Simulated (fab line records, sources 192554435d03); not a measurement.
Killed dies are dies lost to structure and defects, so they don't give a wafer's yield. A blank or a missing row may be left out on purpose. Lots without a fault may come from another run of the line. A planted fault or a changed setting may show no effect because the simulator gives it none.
Split-lot experiment | flow n5_finfet | 7 lots, 21 wafers read, on a route of 1938 steps

THE SPLIT
At N5_BEOL_M5_ETCH_68 (etches SOC in N2/H2, target depth 80 nm, overetch 16 nm, time 120 s), the setting time_s was moved away from the recipe's 120 s on 5 of the 21 wafers read, by -18.1% to +21.4%. The other wafers ran this setting at the recipe's value.

The reading is taken at the split's own step.

THE READING
SiARC_of_BEOL_M5_COAT_66.thk_nm (the simulator's own value, which no gauge read), in nm, at N5_BEOL_M5_ETCH_68 (etches SOC in N2/H2, target depth 80 nm, overetch 16 nm, time 120 s). The file gives no usual value for it. The 16 wafers here that ran the recipe average 6.5 nm, standard deviation 0.19 nm.

wafer  | tool, chamber at the split | time_s as run, s | against the recipe | SiARC_of_BEOL_M5_COAT_66.thk_nm, nm | against lot-mates on the recipe
L076.1 | rie_diel-05, 0             | 145.7            | +21.4%             | 5.2                                 | -1.3
L076.2 | rie_diel-05, 1             | 120              | recipe             | 6.6                                 | -
L076.3 | rie_diel-05, 3             | 120              | recipe             | 6.4                                 | -
L075.1 | rie_diel-04, 0             | 137              | +14.2%             | 5.8                                 | -0.7
L075.5 | rie_diel-04, 1             | 120              | recipe             | 6.4                                 | -
L075.6 | rie_diel-04, 2             | 120              | recipe             | 6.6                                 | -
L080.1 | rie_diel-04, 1             | 120              | recipe             | 6.4                                 | -
L080.3 | rie_diel-04, 2             | 120              | recipe             | 6.6                                 | -
L080.5 | rie_diel-04, 2             | 120              | recipe             | 6.6                                 | -
L083.2 | rie_diel-04, 1             | 120              | recipe             | 6.4                                 | -
L083.3 | rie_diel-04, 2             | 120              | recipe             | 6.6                                 | -
L083.4 | rie_diel-04, 3             | 120              | recipe             | 6.2                                 | -
L092.1 | rie_diel-06, 3             | 120              | recipe             | 6.6                                 | -
L092.4 | rie_diel-06, 1             | 98.34            | -18.1%             | 7.6                                 | +1.0
L092.5 | rie_diel-06, 2             | 98.34            | -18.1%             | 7.4                                 | +0.8
L094.1 | rie_diel-06, 3             | 120              | recipe             | 6.8                                 | -
L094.2 | rie_diel-06, 1,2           | 120              | recipe             | 6.6                                 | -
L094.4 | rie_diel-06, 1,2           | 120              | recipe             | 6.6                                 | -
L096.1 | rie_diel-05, 2             | 111.8            | -6.8%              | 6.8                                 | +0.5
L096.2 | rie_diel-05, 1             | 120              | recipe             | 6.6                                 | -
L096.3 | rie_diel-05, 3             | 120              | recipe             | 6                                   | -
Where a row lists several chambers, the file gives one row for several wafers and doesn't say which wafer went through which chamber.

THE FIT
A straight line over all 21 wafers: SiARC_of_BEOL_M5_COAT_66.thk_nm changes by -0.0559 nm for each +1% of time_s; r = -0.94; the points scatter about the line by 0.18 nm.
The same after taking each lot's own level away (the mean of its wafers on the recipe; 21 wafers): -0.0543 nm for each +1%; r = -0.95; scatter 0.15 nm.
On that fit, the largest move of time_s shifts the reading by 1.2 nm.
The lots' own levels span 6.30 to 6.67 nm, that is 2.0 times the standard deviation above.
So the lot-to-lot level changes the slope little: the two slopes agree.
Check: with one of the wafers moved furthest among these (+21.4%) left out of the fit, the line predicts -1.08 nm for it against its lot-mates. It came out at -1.3 nm against them.

OTHER SPLITS ON THESE WAFERS
These wafers also went through other splits before the reading. Each is held against what the fit with the lots' levels taken away leaves over:
other split on the same wafers          | wafers away from the commonest value | r with SiARC_of_BEOL_M5_COAT_66.thk_nm (lot level and that fit taken away)
N5_GATE_CUT_COAT_27 spin_rpm            | 5                                    | +0.13
N5_MOL_CONTACT_COAG_SPUTTER_130 power_w | 9                                    | -0.34
N5_BEOL_M0_SAQP_ETCH_107 source_w       | 9                                    | +0.07
N5_BEOL_M1_ILD_DEP_00 time_s            | 4                                    | +0.10
N5_BEOL_M1_PECVD_72 time_s              | 6                                    | +0.08
N5_BEOL_M1_EXPOSE_08 dose_mj            | 9                                    | -0.19
N5_BEOL_M1_ETCH_64 source_w             | 8                                    | +0.34
N5_BEOL_M3_PECVD_72 time_s              | 7                                    | +0.06
N5_BEOL_M3_VIA_ETCH_34 bias_w           | 5                                    | +0.48

THE FILE'S OWN FIT
SiARC_of_BEOL_M5_COAT_66.thk_nm changes by -0.0556 nm for each +1% of time_s, r = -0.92.
